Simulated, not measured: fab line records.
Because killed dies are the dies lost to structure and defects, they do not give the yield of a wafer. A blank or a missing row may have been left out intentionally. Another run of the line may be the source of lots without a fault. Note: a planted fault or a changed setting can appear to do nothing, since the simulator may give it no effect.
Lot-split experiment :: flow n5 finfet :: on a route of 1938 steps: 7 lots, 39 wafers read

## SPLIT DETAILS
At N5_DUMMY_GATE_CVD_03 (deposits a-Si from SiH4, target thk 150 nm, time 8042 s), the setting target thk a was moved away from the recipe's 1500 angstrom on 36 of the 39 wafers read, by -11.6% to +12.1%. The other wafers ran this setting at the recipe's value.

Reading taken at the split's own step.

## THE READING
a-Si_of_DUMMY_GATE_CVD_03.thk nm (the simulator's own value, which no gauge read), in nm, at N5_DUMMY_GATE_CVD_03 (deposits a-Si from SiH4, target thk 150 nm, time 8042 s). There is no usual value for it anywhere in the file. Across the 3 wafers here that went through the recipe, the average is 152.4 nm and the standard deviation 1.1 nm.

wafer: L080.1
tool, chamber at the split: -, -
target thk a as run, angstrom: 1671
against the recipe: +11.4%
a-Si_of_DUMMY_GATE_CVD_03.thk nm, nm: 166.6
against lot-mates on the recipe: no lot-mate on the recipe

wafer: L080.2
tool, chamber at the split: -, -
target thk a as run, angstrom: 1671
against the recipe: +11.4%
a-Si_of_DUMMY_GATE_CVD_03.thk nm, nm: 167
against lot-mates on the recipe: no lot-mate on the recipe

wafer: L080.3
tool, chamber at the split: -, -
target thk a as run, angstrom: 1671
against the recipe: +11.4%
a-Si_of_DUMMY_GATE_CVD_03.thk nm, nm: 167.6
against lot-mates on the recipe: no lot-mate on the recipe

wafer: L080.5
tool, chamber at the split: -, -
target thk a as run, angstrom: 1671
against the recipe: +11.4%
a-Si_of_DUMMY_GATE_CVD_03.thk nm, nm: 167.6
against lot-mates on the recipe: no lot-mate on the recipe

wafer: L080.6
tool, chamber at the split: -, -
target thk a as run, angstrom: 1671
against the recipe: +11.4%
a-Si_of_DUMMY_GATE_CVD_03.thk nm, nm: 167.6
against lot-mates on the recipe: no lot-mate on the recipe

wafer: L080.4
tool, chamber at the split: -, -
target thk a as run, angstrom: 1671
against the recipe: +11.4%
a-Si_of_DUMMY_GATE_CVD_03.thk nm, nm: 167.8
against lot-mates on the recipe: no lot-mate on the recipe

wafer: L081.1
tool, chamber at the split: lpcvd-01, 0/90
target thk a as run, angstrom: 1500
against the recipe: recipe
a-Si_of_DUMMY_GATE_CVD_03.thk nm, nm: 151
against lot-mates on the recipe: -

wafer: L081.5
tool, chamber at the split: lpcvd-01, 0/109
target thk a as run, angstrom: 1500
against the recipe: recipe
a-Si_of_DUMMY_GATE_CVD_03.thk nm, nm: 152.6
against lot-mates on the recipe: -

wafer: L081.6
tool, chamber at the split: lpcvd-01, 0/114
target thk a as run, angstrom: 1500
against the recipe: recipe
a-Si_of_DUMMY_GATE_CVD_03.thk nm, nm: 153.6
against lot-mates on the recipe: -

wafer: L085.1
tool, chamber at the split: -, -
target thk a as run, angstrom: 1631
against the recipe: +8.7%
a-Si_of_DUMMY_GATE_CVD_03.thk nm, nm: 162.2
against lot-mates on the recipe: no lot-mate on the recipe

wafer: L085.2
tool, chamber at the split: -, -
target thk a as run, angstrom: 1631
against the recipe: +8.7%
a-Si_of_DUMMY_GATE_CVD_03.thk nm, nm: 163
against lot-mates on the recipe: no lot-mate on the recipe

wafer: L085.4
tool, chamber at the split: -, -
target thk a as run, angstrom: 1631
against the recipe: +8.7%
a-Si_of_DUMMY_GATE_CVD_03.thk nm, nm: 163
against lot-mates on the recipe: no lot-mate on the recipe

wafer: L085.3
tool, chamber at the split: -, -
target thk a as run, angstrom: 1631
against the recipe: +8.7%
a-Si_of_DUMMY_GATE_CVD_03.thk nm, nm: 162.8
against lot-mates on the recipe: no lot-mate on the recipe

wafer: L085.5
tool, chamber at the split: -, -
target thk a as run, angstrom: 1631
against the recipe: +8.7%
a-Si_of_DUMMY_GATE_CVD_03.thk nm, nm: 163.6
against lot-mates on the recipe: no lot-mate on the recipe

wafer: L085.6
tool, chamber at the split: -, -
target thk a as run, angstrom: 1631
against the recipe: +8.7%
a-Si_of_DUMMY_GATE_CVD_03.thk nm, nm: 161.4
against lot-mates on the recipe: no lot-mate on the recipe

wafer: L088.1
tool, chamber at the split: -, -
target thk a as run, angstrom: 1326
against the recipe: -11.6%
a-Si_of_DUMMY_GATE_CVD_03.thk nm, nm: 131.2
against lot-mates on the recipe: no lot-mate on the recipe

wafer: L088.2
tool, chamber at the split: -, -
target thk a as run, angstrom: 1326
against the recipe: -11.6%
a-Si_of_DUMMY_GATE_CVD_03.thk nm, nm: 131.8
against lot-mates on the recipe: no lot-mate on the recipe

wafer: L088.3
tool, chamber at the split: -, -
target thk a as run, angstrom: 1326
against the recipe: -11.6%
a-Si_of_DUMMY_GATE_CVD_03.thk nm, nm: 132
against lot-mates on the recipe: no lot-mate on the recipe

wafer: L088.4
tool, chamber at the split: -, -
target thk a as run, angstrom: 1326
against the recipe: -11.6%
a-Si_of_DUMMY_GATE_CVD_03.thk nm, nm: 132
against lot-mates on the recipe: no lot-mate on the recipe

wafer: L088.5
tool, chamber at the split: -, -
target thk a as run, angstrom: 1326
against the recipe: -11.6%
a-Si_of_DUMMY_GATE_CVD_03.thk nm, nm: 133.2
against lot-mates on the recipe: no lot-mate on the recipe

wafer: L088.6
tool, chamber at the split: -, -
target thk a as run, angstrom: 1326
against the recipe: -11.6%
a-Si_of_DUMMY_GATE_CVD_03.thk nm, nm: 131
against lot-mates on the recipe: no lot-mate on the recipe

wafer: L092.1
tool, chamber at the split: -, -
target thk a as run, angstrom: 1398
against the recipe: -6.8%
a-Si_of_DUMMY_GATE_CVD_03.thk nm, nm: 138.2
against lot-mates on the recipe: no lot-mate on the recipe

wafer: L092.2
tool, chamber at the split: -, -
target thk a as run, angstrom: 1398
against the recipe: -6.8%
a-Si_of_DUMMY_GATE_CVD_03.thk nm, nm: 138.4
against lot-mates on the recipe: no lot-mate on the recipe

wafer: L092.4
tool, chamber at the split: -, -
target thk a as run, angstrom: 1398
against the recipe: -6.8%
a-Si_of_DUMMY_GATE_CVD_03.thk nm, nm: 138.4
against lot-mates on the recipe: no lot-mate on the recipe

wafer: L092.3
tool, chamber at the split: -, -
target thk a as run, angstrom: 1398
against the recipe: -6.8%
a-Si_of_DUMMY_GATE_CVD_03.thk nm, nm: 137.6
against lot-mates on the recipe: no lot-mate on the recipe

wafer: L092.5
tool, chamber at the split: -, -
target thk a as run, angstrom: 1398
against the recipe: -6.8%
a-Si_of_DUMMY_GATE_CVD_03.thk nm, nm: 138
against lot-mates on the recipe: no lot-mate on the recipe

wafer: L092.6
tool, chamber at the split: -, -
target thk a as run, angstrom: 1398
against the recipe: -6.8%
a-Si_of_DUMMY_GATE_CVD_03.thk nm, nm: 137.2
against lot-mates on the recipe: no lot-mate on the recipe

wafer: L093.1
tool, chamber at the split: -, -
target thk a as run, angstrom: 1681
against the recipe: +12.1%
a-Si_of_DUMMY_GATE_CVD_03.thk nm, nm: 168.2
against lot-mates on the recipe: no lot-mate on the recipe

wafer: L093.2
tool, chamber at the split: -, -
target thk a as run, angstrom: 1681
against the recipe: +12.1%
a-Si_of_DUMMY_GATE_CVD_03.thk nm, nm: 168
against lot-mates on the recipe: no lot-mate on the recipe

wafer: L093.3
tool, chamber at the split: -, -
target thk a as run, angstrom: 1681
against the recipe: +12.1%
a-Si_of_DUMMY_GATE_CVD_03.thk nm, nm: 167.4
against lot-mates on the recipe: no lot-mate on the recipe

wafer: L093.4
tool, chamber at the split: -, -
target thk a as run, angstrom: 1681
against the recipe: +12.1%
a-Si_of_DUMMY_GATE_CVD_03.thk nm, nm: 167.6
against lot-mates on the recipe: no lot-mate on the recipe

wafer: L093.5
tool, chamber at the split: -, -
target thk a as run, angstrom: 1681
against the recipe: +12.1%
a-Si_of_DUMMY_GATE_CVD_03.thk nm, nm: 169
against lot-mates on the recipe: no lot-mate on the recipe

wafer: L093.6
tool, chamber at the split: -, -
target thk a as run, angstrom: 1681
against the recipe: +12.1%
a-Si_of_DUMMY_GATE_CVD_03.thk nm, nm: 167
against lot-mates on the recipe: no lot-mate on the recipe

wafer: L096.1
tool, chamber at the split: -, -
target thk a as run, angstrom: 1413
against the recipe: -5.8%
a-Si_of_DUMMY_GATE_CVD_03.thk nm, nm: 140.4
against lot-mates on the recipe: no lot-mate on the recipe

wafer: L096.2
tool, chamber at the split: -, -
target thk a as run, angstrom: 1413
against the recipe: -5.8%
a-Si_of_DUMMY_GATE_CVD_03.thk nm, nm: 142.2
against lot-mates on the recipe: no lot-mate on the recipe

wafer: L096.3
tool, chamber at the split: -, -
target thk a as run, angstrom: 1413
against the recipe: -5.8%
a-Si_of_DUMMY_GATE_CVD_03.thk nm, nm: 142.4
against lot-mates on the recipe: no lot-mate on the recipe

wafer: L096.4
tool, chamber at the split: -, -
target thk a as run, angstrom: 1413
against the recipe: -5.8%
a-Si_of_DUMMY_GATE_CVD_03.thk nm, nm: 141.4
against lot-mates on the recipe: no lot-mate on the recipe

wafer: L096.5
tool, chamber at the split: -, -
target thk a as run, angstrom: 1413
against the recipe: -5.8%
a-Si_of_DUMMY_GATE_CVD_03.thk nm, nm: 142.6
against lot-mates on the recipe: no lot-mate on the recipe

wafer: L096.6
tool, chamber at the split: -, -
target thk a as run, angstrom: 1413
against the recipe: -5.8%
a-Si_of_DUMMY_GATE_CVD_03.thk nm, nm: 140.8
against lot-mates on the recipe: no lot-mate on the recipe

FIT RESULTS
A straight line over all 39 wafers: a-Si_of_DUMMY_GATE_CVD_03.thk nm changes by +1.53 nm for each +1% of target thk a; r = +1.00; the points scatter about the line by 1.2 nm.
Too few moved wafers have a lot-mate on the recipe to fit a line with each lot's own level taken away.

## THE FILE'S OWN FIT
a-Si_of_DUMMY_GATE_CVD_03.thk nm changes by +1.53 nm for each +1% of target thk a, r = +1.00.
